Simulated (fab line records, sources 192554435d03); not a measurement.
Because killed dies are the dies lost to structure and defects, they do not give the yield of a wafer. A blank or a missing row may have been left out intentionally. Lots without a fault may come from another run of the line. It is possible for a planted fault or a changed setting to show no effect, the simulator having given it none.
A struck lot beside a sound one    flow n5_finfet    15 out of 1938 route steps
Sound: these wafers, L257.1, L257.2, L257.4. Wafers L266.2, L266.4, L266.5 were the ones struck. The cause is named last.
Each step with rows lists, per side, the tool, then ch with its chambers, then its first start. Under that, the readings that differ: sound wafers    struck wafers    difference of the means    sigmas: that difference in standard deviations of wafers without a fault.
alike: a reading whose means differ by less than 2 such deviations, as well as words and numbers matching on both sides. not compared: withheld readings; readings where some wafer has no value; bounds like >300 that might hide an equal value; numbers whose values overlap and for which the record gives no deviation.
The two part at a step that has a row with sigmas, a row that says differs or no value, or rows on one side only. When numbers do not overlap yet have no deviation, they are printed without sigmas and do not part them. A reading that every wafer of one side lacks parts them only if that side has two wafers or more.

N5_BEOL_M5_CD_MEAS_35: target cd 28 nm, target cd y 24 nm.
  sound on cd_sem-01 at day 7 23:56; struck on cd_sem-01 at day 10 09:56
  alike: cd_nm
N5_BEOL_M5_CURE_80: cures SiCOH lowk, time 120 s.
  sound on uv_cure-03 ch 2, day 7 23:59; struck on uv_cure-01 ch 0, day 10 10:09
  alike: lamp_power_pct, wafer_temp_C_max
N5_BEOL_M5_DEGAS_44: time 60 s.
  sound on pvd_sputter-03 at day 8 00:31; struck on pvd_sputter-03 at day 10 10:46
  alike: heater_power_w
N5_BEOL_M5_PRE_CLEAN_45: time 30 s.
  sound on pvd_sputter-03 at day 8 00:33; struck on pvd_sputter-03 at day 10 10:49
  alike: heater_power_w
then, 4 steps without rows for these wafers: N5_BEOL_M5_ALD_86 (deposits TaN, pulse time 2 s, purge time 3 s, co reactant purge time 2 s); N5_BEOL_M5_SURFACE_TREAT_87; N5_BEOL_M5_CVD_47 (deposits Co from CCTBA/H2, target thk 3 nm, time 216 s); N5_BEOL_M5_SPUTTER_48 (material Cu, target thk 15 nm, time 27.62 s).
N5_BEOL_M5_ANNEAL_49: time 1800 s.
  sound on pvd_sputter-03 at day 8 01:19; struck on pvd_sputter-02 at day 10 11:33
reading               sound                 struck                difference  sigmas
susceptor_temp_C (C)  399.73 399.50 399.60  400.32 400.03 400.05  +0.52       +2
  alike: heater_power_w, susceptor_temp_C_max
then, 1 step without rows for these wafers: N5_BEOL_M5_SPUTTER_81 (material Cu, target thk 15 nm, time 27.62 s).
N5_BEOL_M5_ANNEAL_82: time 1800 s.
  sound on pvd_sputter-03 at day 8 02:24; struck on pvd_sputter-02 at day 10 12:38
  alike: heater_power_w, susceptor_temp_C, susceptor_temp_C_max
then, 1 step without rows for these wafers: N5_BEOL_M5_SPUTTER_83 (material Cu, target thk 15 nm, time 27.62 s).
N5_BEOL_M5_ANNEAL_84: time 1800 s.
  sound on pvd_sputter-03 at day 8 03:29; struck on pvd_sputter-02 at day 10 13:44
  no value came back on the struck wafers for heater_power_w (W), susceptor_temp_C (C), susceptor_temp_C_max; on the sound wafers heater_power_w (W) reads 851 862 777
then, 1 step without rows for these wafers: N5_BEOL_M5_SPUTTER_88 (material Cu, target thk 15 nm, time 27.62 s).
-- record jumps: 4 days separate the struck wafers' starts on either side; left off in module BEOL_M5, taken up again in module PASSIVATION, whose first shown step is the route's number 1936 --
N5_PASSIVATION_PROBE_49:
  sound on prober-02 at day 11 22:41; struck on prober-02 at day 14 07:54
reading      sound     struck    difference  sigmas
killed_open  44 50 44  71 82 71  +29         +2
  alike: defect_limited_yield, killed_at_M0_to_M3, killed_at_M4_up, killed_at_contacts, killed_at_front_end, killed_at_other, killed_dies, killed_short, sort_bin_5_function, sort_bin_6_memory, sort_n_pass, sort_yield_pct

WHERE THEY PART
Last at N5_PASSIVATION_PROBE_49 as far as this record goes, first at N5_BEOL_M5_ANNEAL_49.

WHY: what had been put in by the simulator
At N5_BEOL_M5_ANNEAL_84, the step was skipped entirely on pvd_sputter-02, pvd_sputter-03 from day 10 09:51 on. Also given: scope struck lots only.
